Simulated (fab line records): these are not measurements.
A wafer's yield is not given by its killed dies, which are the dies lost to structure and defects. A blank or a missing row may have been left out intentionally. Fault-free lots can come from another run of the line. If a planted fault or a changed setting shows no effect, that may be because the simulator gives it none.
fab line records | flow nandHarc
record lots=10 wafers=30 lastDay=33
route steps=1302 shown A_CHANNEL_HOLE_D1@478 A_CHANNEL_FILL_D1@492 END@1301
lots with no fault: from the same line, run without faults
startH: the number of hours between the record's first day and the start of the first shown wafer of the lot | waitH: hours since the lot's step before | " repeats the value in the row above | L1.1+2: one row covering several wafers at once | - no value present, or no start provided | * or withheld: withheld | < > ~ a bound
route shown NAME@n: NAME is a module with steps in the file, n the number in the route of the first one | usual: average and standard deviation across the fault-free wafers | same: alike in all rows | chamber/n: place in a boat | sites: the reading at each site | _std_site: the values' standard deviation | _edge_site: outer sites' mean less inner sites' | radiusMm: how far each site lies from the wafer's centre | mask NAME#n: copy n | behind: the most recent tool/chamber to have shaped the wafer | hold: cause of the lot's hold/its duration in hours/its outcome | device: whichever transistor did not switch (one of n, p or np) | end of line: tests of these same wafers at the route's end | step lacking rows: just its recipe | killed: the dies lost at the first sort to structure and to defects; this is not the yield of the wafer | map: shows each die of a wafer: x if killed, . if not, _ if none is there
set.NAME: setting as actually run; set.NAME@STEP: the setting as run at that earlier step | model.NAME: the simulator's own value behind a step, which no gauge read
the route's steps for a sample of lots (tables are steps, rows are wafers)
services: when a tool's chamber went out of use (startH, in hours from the record's first day, below 0 if earlier), for how many hours, and the reason
## steps
# step NHARC_A_CHANNEL_HOLE_D1_ETCH_26
# recipe biasV=300 sourceW=2000 pressureMtorr=30 timeS=224.1 arFlowSccm=375 c4f8FlowSccm=11.4 o2FlowSccm=113.6 tempC=-20 targetDepthA=3000 chemistry=C4F8/O2/Ar
# usual drypumpMotorCurrentA=5.9/0.48 heBacksideLeakSccm=6.9/0.74 showerheadPlenumPTorr=3.68/0.14 throttleValvePct=24.583/0.0097
# columns lot.wafer tool chamber startH waitH drypumpMotorCurrentA heBacksideLeakSccm rfHoursCounterH showerheadPlenumPTorr throttleValvePct
L872.2 harEtch-02 1 221.57 0.7 6.4 7.2 321 3.80 24.594
L872.3 " 1 " " 6.4 7.3 - 3.80 24.581
L872.6 " 1 " " 6.4 7.4 - 3.80 24.595
L873.2 harEtch-02 0 233.24 0.7 5.1 6.7 325 3.43 24.580
L873.3 " 1 " " 6.4 7.1 - 3.80 24.586
L873.6 " 0 " " 5.1 6.8 - 3.43 24.575
L874.4 harEtch-02 1 249.99 0.5 6.4 7.0 - 3.79 24.598
L874.5 " 1 " " 6.4 7.1 - 3.79 24.583
L874.6 " 0 " " 5.1 7.1 - 3.43 24.577
L879.1 harEtch-02 1 304.84 1.5 6.4 7.6 352 3.78 24.581
L879.2 " 1 " " 6.4 7.5 - 3.78 24.582
L879.6 " 1 " " 6.4 7.5 - 3.78 24.576
L880.2 harEtch-02 1 314.16 1.2 6.4 7.5 - 3.78 24.593
L880.3 " 1 " " 6.4 7.2 - 3.78 24.586
L880.5 " 1 " " 6.4 7.3 - 3.78 24.593
L881.4 harEtch-01 0 334.14 0.5 5.7 6.8 - 3.66 24.575
L881.3 " 1 " " 6.1 6.2 - 3.62 24.567
L881.5 " 0 " " 5.8 6.7 - 3.66 24.573
L886.3 harEtch-01 1 376.24 0.5 6.1 6.9 - 3.61 24.602
L886.4 " 0 " " 5.7 6.7 - 3.65 24.572
L886.6 " 1 " " 6.1 6.4 - 3.61 24.585
L889.2 harEtch-01 0 393.42 0.7 5.7 7.0 213 3.64 24.591
L889.4 " 0 " " 5.7 7.0 - 3.64 24.601
L889.3 " 1 " " 6.1 6.3 - 3.60 24.579
L890.4 harEtch-02 1 410.82 0.5 6.4 6.7 - 3.75 24.560
L890.5 " 1 " " 6.4 4.5 - 3.75 24.589
L890.6 " 0 " " 5.1 6.0 - 3.96 24.590
L891.3 harEtch-01 1 423.07 0.5 6.1 6.9 - 3.59 24.589
L891.4 " 0 " " 5.7 7.3 - 3.63 24.593
L891.5 " 1 " " 6.1 7.1 - 3.59 24.588
# step NHARC_A_CHANNEL_HOLE_D1_ETCH_33
# recipe biasV=400 sourceW=2000 pressureMtorr=25 timeS=90 arFlowSccm=375 c4f8FlowSccm=41.7 o2FlowSccm=83.3 tempC=-20 targetDepthA=4000 chemistry=C4F8/O2/Ar
# usual drypumpMotorCurrentA=5.9/0.48 heBacksideLeakSccm=6.9/0.83 showerheadPlenumPTorr=3.68/0.14 throttleValvePct=27.619/0.0095
# columns lot.wafer tool chamber startH waitH drypumpMotorCurrentA heBacksideLeakSccm rfHoursCounterH showerheadPlenumPTorr throttleValvePct
L872.2 harEtch-02 1 221.77 0.2 6.5 7.1 321 3.79 27.622
L872.3 " 1 " " 6.5 7.2 - 3.79 27.622
L872.6 " 1 " " 6.4 10.4 - 3.79 27.611
L873.2 harEtch-02 0 233.43 0.2 5.1 6.8 325 3.43 27.626
L873.3 " 1 " " 6.4 7.2 - 3.79 27.625
L873.6 " 0 " " 5.1 6.7 - 3.43 27.605
L874.4 harEtch-02 1 250.18 0.2 6.4 7.2 - 3.79 27.618
L874.5 " 1 " " 6.4 7.3 - 3.79 27.624
L874.6 " 0 " " 5.1 7.2 - 3.43 27.634
L879.1 harEtch-02 1 305.24 0.3 6.4 7.6 352 3.78 27.615
L879.2 " 1 " " 6.4 7.4 - 3.78 27.616
L879.6 " 1 " " 6.4 7.5 - 3.78 27.624
L880.2 harEtch-02 1 314.56 0.3 6.4 7.4 - 3.77 27.615
L880.3 " 1 " " 6.4 7.2 - 3.77 27.620
L880.5 " 1 " " 6.4 7.4 - 3.77 27.620
L881.4 harEtch-01 0 334.33 0.2 5.7 6.6 - 3.66 27.618
L881.3 " 1 " " 6.1 7.1 - 3.62 27.620
L881.5 " 0 " " 5.7 7.0 - 3.66 27.628
L886.3 harEtch-01 1 376.43 0.2 6.1 6.7 - 3.61 27.610
L886.4 " 0 " " 5.8 10.8 - 3.64 27.617
L886.6 " 1 " " 6.1 6.3 - 3.61 27.609
L889.2 harEtch-01 0 393.62 0.2 5.7 7.1 213 3.64 27.616
L889.4 " 0 " " 5.7 7.1 - 3.64 27.622
L889.3 " 1 " " 6.1 7.1 - 3.60 27.607
L890.4 harEtch-02 1 411.02 0.2 6.4 4.6 - 3.75 27.598
L890.5 " 1 " " 6.4 4.5 - 3.75 27.612
L890.6 " 0 " " 5.1 5.7 - 3.95 27.623
L891.3 harEtch-01 1 423.26 0.2 6.2 6.6 - 3.59 27.610
L891.4 " 0 " " 5.7 6.9 - 3.62 27.629
L891.5 " 1 " " 6.1 7.3 - 3.59 27.621
# step NHARC_A_CHANNEL_HOLE_D1_CD_MEAS_30
# usual cdNm=90.2/2.1
# columns lot.wafer tool chamber startH waitH cdNm
L872.2 cdSem-03 - 223.75 - 90.9
L872.3 " - " " 90.8
L872.6 " - " " 88.9
L873.2 cdSem-01 - 234.99 - 90.8
L873.3 " - " " 94.7
L873.6 " - " " 92.7
L874.4 cdSem-02 - 251.82 - 91.8
L874.5 " - " " 93.6
L874.6 " - " " 89.4
L879.1 cdSem-03 - 306.97 - 89.0
L879.2 " - " " 91.2
L879.6 " - " " 92.3
L880.2 cdSem-01 - 316.23 - 88.0
L880.3 " - " " 93.5
L880.5 " - " " 91.2
L881.3 cdSem-02 - 335.89 - 90.5
L881.4 " - " " 88.8
L881.5 " - " " 90.0
L886.3 cdSem-03 - 378.07 - 89.9
L886.4 " - " " 93.0
L886.6 " - " " 89.4
L889.2 cdSem-03 - 395.82 - 91.9
L889.3 " - " " 92.1
L889.4 " - " " 91.6
L890.4 cdSem-03 - 412.51 - 90.2
L890.5 " - " " 91.1
L890.6 " - " " 95.6
L891.3 cdSem-01 - 424.75 - 89.8
L891.4 " - " " 86.6
L891.5 " - " " 87.3
# step NHARC_A_CHANNEL_FILL_D1_ALD_02
# recipe targetThkA=60 pulseTimeS=10 aldCycles=60 tempC=300 material=SiO2
# usual aldCycles=60/0 heaterPowerOuterW=252/25 heaterPowerW=439/42 precursorPulseHeightRel=1.000/0.02
# columns lot.wafer tool chamber startH waitH aldCycles heaterPowerOuterW heaterPowerW precursorPulseHeightRel
L872.2 aldHk-04 3 224.20 - 60 238 408 1.002
L872.3 " 0 " " 60 288 433 1.016
L872.6 " 3 " " 60 236 414 1.003
L873.2 aldHk-02 1 235.43 - 60 271 473 1.004
L873.3 " 3 " " 60 266 493 1.008
L873.6 " 1 " " 60 277 486 1.024
L874.4 aldHk-04 3 252.19 - 60 236 421 0.978
L874.5 " 3 " " 60 240 408 1.001
L874.6 " 0 " " 60 294 441 0.989
L879.2 aldHk-04 1 307.54 0.3 77 230 432 1.013
L879.1 " 2 " " 77 244 435 0.981
L879.6 " 0 " " 77 268 412 1.008
L880.3 aldHk-04 3 316.62 - 77 233 404 1.002
L880.2 " 2 " " 77 235 436 0.978
L880.5 " 3 " " 77 228 412 0.975
L881.4 aldHk-04 0 336.42 - 77 274 413 1.034
L881.3 " 1 " " 77 228 428 0.993
L881.5 " 3 " " 77 234 404 0.979
L886.4 aldHk-02 3 378.45 - 60 254 467 0.984
L886.3 " 2 " " 60 225 407 0.959
L886.6 " 3 " " 60 261 469 0.978
L889.3 aldHk-02 0 396.20 - 60 263 452 0.979
L889.2 " 2 " " 60 228 385 0.967
L889.4 " 3 " " 60 251 467 0.962
L890.4 aldHk-03 3 412.87 - 60 323 583 0.998
L890.5 " 3 " " 60 318 572 0.994
L890.6 " 0 " " 60 264 482 1.019
L891.4 aldHk-03 0 425.20 - 60 261 485 1.021
L891.3 " 1 " " 60 216 396 1.017
L891.5 " 0 " " 60 261 485 1.018
# step NHARC_END_WLT_00
# usual VT_DECK1_BOTTOM=0.869/0.0079 VT_DECK1_BOTTOM_INNER=0.870/0.008 VT_DECK1_MEDIAN_NEAR_BOTTOM=0.871/0.0079 VT_DECK1_MEDIAN_NEAR_BOTTOM_INNER=0.872/0.0079 VT_DECK1_MIDDLE=0.883/0.0073 VT_DECK1_MIDDLE_INNER=0.883/0.0071 VT_DECK1_TOP=0.894/0.0081 VT_DECK1_TOP_INNER=0.895/0.0072 VT_DECK2_BOTTOM=0.871/0.0085 VT_DECK2_BOTTOM_INNER=0.872/0.0086 VT_DECK2_MEDIAN_NEAR_BOTTOM=0.872/0.0084 VT_DECK2_MEDIAN_NEAR_BOTTOM_INNER=0.873/0.0082 VT_DECK2_MIDDLE=0.885/0.0075 VT_DECK2_MIDDLE_INNER=0.885/0.0071 VT_DECK2_TOP=0.896/0.008 VT_DECK2_TOP_INNER=0.896/0.0076
# columns lot.wafer tool chamber startH waitH VT_DECK1_BOTTOM VT_DECK1_BOTTOM_INNER VT_DECK1_MEDIAN_NEAR_BOTTOM VT_DECK1_MEDIAN_NEAR_BOTTOM_INNER VT_DECK1_MIDDLE VT_DECK1_MIDDLE_INNER VT_DECK1_TOP VT_DECK1_TOP_INNER VT_DECK2_BOTTOM VT_DECK2_BOTTOM_INNER VT_DECK2_MEDIAN_NEAR_BOTTOM VT_DECK2_MEDIAN_NEAR_BOTTOM_INNER VT_DECK2_MIDDLE VT_DECK2_MIDDLE_INNER VT_DECK2_TOP VT_DECK2_TOP_INNER
L872.2 prober-02 - 592.02 0.6 0.876 0.876 0.868 0.875 0.871 0.880 0.888 0.892 0.859 0.862 0.860 0.868 0.878 0.879 0.888 0.889
L872.3 " - " " 0.872 0.881 0.866 0.885 0.884 0.877 0.893 0.889 0.871 0.867 0.875 0.868 0.883 0.881 0.884 0.888
L872.6 " - 594.01 2.5 0.865 0.867 0.867 0.864 0.874 0.875 0.883 0.888 0.864 0.857 0.863 0.863 0.885 0.879 0.892 0.891
L873.2 prober-02 - 606.78 0.6 0.873 0.871 0.872 0.869 0.886 0.884 0.897 0.894 0.856 0.860 0.870 0.862 0.877 0.879 0.886 0.886
L873.3 " - " " 0.879 0.884 0.878 0.879 0.881 0.887 0.896 0.890 0.858 0.866 0.863 0.867 0.875 0.874 0.885 0.881
L873.6 " - 608.74 2.5 0.871 0.873 0.868 0.876 0.879 0.882 0.897 0.896 0.878 0.874 0.872 0.870 0.875 0.885 0.900 0.884
L874.4 prober-02 - 626.13 1.6 0.874 0.873 0.878 0.869 0.889 0.889 0.889 0.892 0.886 0.890 0.888 0.889 0.891 0.889 0.908 0.906
L874.5 " - " " 0.884 0.883 0.881 0.875 0.880 0.880 0.896 0.898 0.877 0.875 0.874 0.882 0.883 0.890 0.903 0.904
L874.6 " - " " 0.868 0.870 0.872 0.872 0.877 0.879 0.890 0.891 0.878 0.880 0.881 0.886 0.891 0.891 0.901 0.898
L879.1 prober-01 - 678.00 0.0 0.885 0.884 0.877 0.883 0.895 0.900 0.923 0.916 0.886 0.887 0.880 0.884 0.896 0.895 0.908 0.906
L879.2 " - " " 0.886 0.883 0.891 0.886 0.903 0.895 0.920 0.918 0.886 0.883 0.874 0.885 0.895 0.882 0.902 0.911
L879.6 " - 680.54 2.6 0.893 0.884 0.901 0.898 0.898 0.905 0.915 0.921 0.891 0.887 0.887 0.889 0.901 0.900 0.901 0.899
L880.2 prober-02 - 701.52 0.6 0.885 0.883 0.882 0.886 0.903 0.905 0.913 0.914 0.861 0.867 0.867 0.871 0.885 0.881 0.896 0.908
L880.3 " - " " 0.898 0.894 0.904 0.894 0.908 0.914 0.925 0.908 0.871 0.872 0.878 0.875 0.898 0.885 0.898 0.896
L880.5 " - " " 0.887 0.893 0.895 0.895 0.909 0.907 0.919 0.910 0.869 0.876 0.879 0.874 0.887 0.887 0.893 0.897
L881.3 prober-02 - 709.75 3.8 0.885 0.891 0.891 0.891 0.907 0.894 0.925 0.920 0.872 0.874 0.876 0.875 0.889 0.892 0.892 0.897
L881.4 " - " " 0.881 0.884 0.880 0.891 0.909 0.902 0.911 0.925 0.882 0.878 0.875 0.872 0.888 0.895 0.900 0.898
L881.5 " - " " 0.886 0.887 0.891 0.881 0.906 0.904 0.916 0.916 0.881 0.872 0.883 0.884 0.887 0.895 0.901 0.892
L886.3 prober-01 - 741.48 1.0 0.865 0.871 0.865 0.865 0.878 0.882 0.884 0.890 0.867 0.872 0.867 0.873 0.888 0.873 0.899 0.895
L886.4 " - " " 0.875 0.872 0.867 0.874 0.887 0.877 0.893 0.890 0.862 0.867 0.863 0.861 0.881 0.874 0.890 0.895
L886.6 " - 742.98 2.5 0.867 0.869 0.868 0.871 0.877 0.884 0.890 0.892 0.868 0.870 0.870 0.887 0.887 0.889 0.893 0.895
L889.2 prober-02 - 762.73 4.5 0.878 0.877 0.875 0.878 0.886 0.892 0.893 0.896 0.866 0.869 0.872 0.869 0.884 0.885 0.907 0.895
L889.3 " - " " 0.874 0.874 0.871 0.880 0.878 0.886 0.891 0.900 0.872 0.883 0.875 0.872 0.886 0.886 0.895 0.894
L889.4 " - " " 0.873 0.869 0.876 0.877 0.886 0.883 0.895 0.891 0.883 0.880 0.884 0.889 0.888 0.894 0.909 0.911
L890.4 prober-02 - 779.31 1.6 0.875 0.874 0.860 0.871 0.885 0.887 0.893 0.886 0.869 0.873 0.867 0.878 0.886 0.890 0.904 0.900
L890.5 " - " " 0.876 0.876 0.875 0.872 0.883 0.885 0.900 0.893 0.873 0.876 0.874 0.880 0.886 0.888 0.906 0.902
L890.6 " - " " 0.882 0.888 0.878 0.888 0.902 0.890 0.903 0.896 0.884 0.874 0.874 0.879 0.894 0.894 0.900 0.905
L891.3 prober-01 - 790.79 1.0 0.855 0.856 0.861 0.858 0.869 0.874 0.883 0.882 0.874 0.874 0.869 0.869 0.891 0.890 0.890 0.897
L891.4 " - " " 0.853 0.845 0.854 0.851 0.864 0.861 0.881 0.881 0.875 0.872 0.864 0.871 0.887 0.884 0.908 0.904
L891.5 " - " " 0.846 0.853 0.854 0.855 0.870 0.870 0.883 0.877 0.875 0.881 0.878 0.878 0.887 0.885 0.901 0.905
# step NHARC_END_SORT_01
# recipe tempC=25
# usual killedAtArray=59/21 killedAtOther=0.8/1.1 killedAtPeriphery=4.1/2.8 killedDies=64/20 killedOpen=3.1/1.7 killedShort=2.4/1.6
# same grossDies=677
# columns lot.wafer tool chamber startH waitH killedAtArray killedAtOther killedAtPeriphery killedDies killedOpen killedShort
L874.4 prober-02 0 630.03 3.4 61 1 3 65 1 3
L874.5 prober-02 0 630.83 3.7 96 1 3 100 3 0
L874.6 prober-02 0 631.63 4.0 96 4 2 102 1 1
L880.2 prober-02 0 704.79 2.8 69 0 5 74 1 2
L880.3 prober-02 0 705.59 3.1 69 0 3 72 2 1
L880.5 prober-02 0 707.17 3.7 77 0 5 82 2 1
L881.3 prober-02 0 713.35 3.1 40 2 6 48 3 4
L881.4 prober-02 0 714.15 3.4 43 0 9 52 2 1
L881.5 prober-02 0 714.95 3.7 43 0 4 47 5 3
# killed by level:class
L874.4 A_SLIT:chamberFilmFlake=23 A_CHANNEL_HOLE_D1:chamberFilmFlake=18 A_CHANNEL_HOLE_D2:chamberFilmFlake=14 P_GATE:chamberFilmFlake=2 A_ONON_D2:geometricParticle:short=1 A_CHANNEL_HOLE_D2:geometricParticle:open=1 A_WL_FILL:geometricParticle:short=1 P_ZERO_WELL:chamberFilmFlake=1
L874.5 A_CHANNEL_HOLE_D1:chamberFilmFlake=34 A_CHANNEL_HOLE_D2:chamberFilmFlake=29 A_SLIT:chamberFilmFlake=26 A_STAIRCASE:chamberFilmFlake=3 P_GATE:chamberFilmFlake=2 P_GATE:geometricParticle:open=1 A_M0:geometricParticle:open=1 A_M1:geometricParticle:open=1
L874.6 A_CHANNEL_HOLE_D1:chamberFilmFlake=34 A_SLIT:chamberFilmFlake=29 A_CHANNEL_HOLE_D2:chamberFilmFlake=28 THIN_TSV:chamberFilmFlake=4 A_CHANNEL_FILL_D1:chamberFilmFlake=3 P_CONTACT:geometricParticle:open=1 A_CHANNEL_FILL_D1:geometricParticle:short=1 P_ZERO_WELL:chamberFilmFlake=1
L880.2 A_SLIT:chamberFilmFlake=35 A_CHANNEL_HOLE_D1:chamberFilmFlake=24 P_M2:chamberFilmFlake=4 A_CONTACT:chamberFilmFlake=4 A_STAIRCASE:chamberFilmFlake=2 P_M0:geometricParticle:open=1 A_DECK1_JOINT:geometricParticle:short=1 A_ONON_D2:geometricParticle:short=1
L880.3 A_SLIT:chamberFilmFlake=34 A_CHANNEL_HOLE_D1:chamberFilmFlake=26 A_CONTACT:chamberFilmFlake=3 P_M2:chamberFilmFlake=2 A_SGD_CUT:geometricParticle:short=1 A_BLC:geometricParticle:open=1 A_M0:geometricParticle:open=1 P_ZERO_WELL:chamberFilmFlake=1
L880.5 A_SLIT:chamberFilmFlake=40 A_CHANNEL_HOLE_D1:chamberFilmFlake=27 P_M2:chamberFilmFlake=4 A_CONTACT:chamberFilmFlake=4 A_ONON_D1:geometricParticle:short=1 A_CHANNEL_FILL_D1:geometricParticle:open=1 A_DECK1_JOINT:geometricParticle:open=1 P_GATE:chamberFilmFlake=1
L881.3 A_CHANNEL_HOLE_D2:chamberFilmFlake=18 A_CHANNEL_HOLE_D1:chamberFilmFlake=6 A_SLIT:chamberFilmFlake=5 P_GATE:chamberFilmFlake=3 A_STAIRCASE:chamberFilmFlake=3 A_ONON_D2:geometricParticle:short=2 A_CONTACT:chamberFilmFlake=2 P_GATE:geometricParticle:open=1
L881.4 A_CHANNEL_HOLE_D2:chamberFilmFlake=19 A_CHANNEL_HOLE_D1:chamberFilmFlake=6 A_CONTACT:chamberFilmFlake=6 P_GATE:chamberFilmFlake=4 P_STI:chamberFilmFlake=3 A_M1:chamberFilmFlake=3 A_SLIT:chamberFilmFlake=3 A_ONON_D1:geometricParticle:open=1
L881.5 A_CHANNEL_HOLE_D2:chamberFilmFlake=16 A_CHANNEL_HOLE_D1:chamberFilmFlake=5 A_STAIRCASE:chamberFilmFlake=4 A_SLIT:chamberFilmFlake=4 A_CONTACT:chamberFilmFlake=4 P_M0:geometricParticle:open=2 A_WL_FILL:geometricParticle:short=2 P_CONTACT:chamberFilmFlake=2
## services
# columns tool chamber startH hours kind
aldHk-03 - 212.00 10.0 pm
aldHk-03 - 244.15 2.4 repair
aldHk-04 1 257.90 10.0 ventCycle
aldHk-04 2 257.90 10.0 ventCycle
aldHk-04 0 267.90 - clean
aldHk-04 1 267.90 - clean
aldHk-04 2 267.90 - clean
aldHk-02 - 269.20 0.3 repair
harEtch-02 1 272.03 - consumableReplace:focusRing
harEtch-02 1 272.03 17.0 scheduledDown
harEtch-02 1 272.03 17.0 ventCycle
harEtch-02 0 297.30 - consumableReplace:showerhead
harEtch-02 0 297.30 17.0 scheduledDown
harEtch-02 0 297.30 17.0 ventCycle
aldHk-02 - 348.27 10.0 pm
aldHk-04 - 353.48 1.6 repair
harEtch-02 - 380.63 17.0 pm
harEtch-02 0 380.63 17.0 ventCycle
harEtch-02 1 380.63 17.0 ventCycle
aldHk-03 - 390.00 10.0 pm
harEtch-02 0 397.63 - clean
harEtch-02 0 397.63 - consumableReplace:focusRing
harEtch-02 1 397.63 - clean
harEtch-02 1 397.63 - consumableReplace:esc
## key
firstSign step=NHARC_A_CHANNEL_FILL_D1_ALD_02 reading=aldCycles direction=up sigmas=99+ usual=60 struck=77
effect step=NHARC_END_WLT_00 reading=VT_DECK1_TOP_INNER direction=up sigmas=3 usual=0.895 struck=0.916
metAt NHARC_A_CHANNEL_FILL_D1_ALD_02
struckLots L879,L880,L881
testerLeftOut L879,L880,L881
notActingAt NHARC_A_CHANNEL_HOLE_D1_ETCH_26,NHARC_A_CHANNEL_HOLE_D1_ETCH_33,NHARC_A_CHANNEL_HOLE_D1_CD_MEAS_30
onsetBetween 252.19 307.54
fault kind=processParameterDrift tool=aldHk-04 chamber=- onsetH=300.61 steps=NHARC_A_CHANNEL_FILL_D1_ALD_02 channel=aldCycles offset=17 shape=step endH=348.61 actsIn=theseRecipesOnly stated=60
# testerLeftOut: of these lots the tester's yield and bins aren't shown, on N5 and GAA mostly nor the transistor test; their killed dies are dies lost to structure and defects alone, not to doping, threshold or leakage, so they don't give the yield
